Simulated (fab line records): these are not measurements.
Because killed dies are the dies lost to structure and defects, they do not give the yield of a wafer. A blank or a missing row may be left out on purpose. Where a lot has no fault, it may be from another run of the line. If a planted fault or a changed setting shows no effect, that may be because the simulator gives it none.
Matching of chambers :: flow n5 finfet :: N5_BEOL_M10_DEP_56 on pecvd-03 has 3 sister chambers
The step deposits SiCN from 3MS/NH3, target thk 15 nm, time 26.5 s. 3 wafers are shown with their chamber, then 7 later ones without.

EACH WAFER AND ITS CHAMBER
wafer: L080.1
chamber: 0
showerhead vpp V (V): 938

wafer: L086.2
chamber: 2
showerhead vpp V (V): 863

wafer: L086.3
chamber: 1
showerhead vpp V (V): 867

WAFERS WITH NO CHAMBER GIVEN
wafer: L086.5
showerhead vpp V (V): 870

wafer: L090.3
showerhead vpp V (V): 866

wafer: L090.4
showerhead vpp V (V): 860

wafer: L090.5
showerhead vpp V (V): 858

wafer: L093.1
showerhead vpp V (V): 937

wafer: L093.2
showerhead vpp V (V): 850

wafer: L093.3
showerhead vpp V (V): 860

CHAMBER TAKEN BY EACH
wafer: L086.5
from the rows above: can't be placed: 1 or 2
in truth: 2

wafer: L090.3
from the rows above: can't be placed: 1 or 2
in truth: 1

wafer: L090.4
from the rows above: can't be placed: 2 or 1
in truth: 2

wafer: L090.5
from the rows above: can't be placed: 2 or 1
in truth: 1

wafer: L093.1
from the rows above: 0
in truth: 0

wafer: L093.2
from the rows above: can't be placed: 2 or 1
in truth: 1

wafer: L093.3
from the rows above: can't be placed: 2 or 1
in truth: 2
1 of 7 placed correctly. These rows do not allow placing 6 (true chamber among the candidates in 6). Wrongly placed: 0.
How it was worked out, from the rows above alone: a wafer's distance from a chamber is the root of the sum, over the readings, of the square of ((its reading less the chamber's mean) divided by the reading's scatter). If the next closest chamber is less than 2 further off than the closest, the wafer can't be placed; otherwise it belongs to the closest. Each chamber's mean is taken over the wafers shown for it. The scatter: with one shown wafer a chamber, the root of the mean of the squares of how far each hidden wafer lies from its nearest shown one.
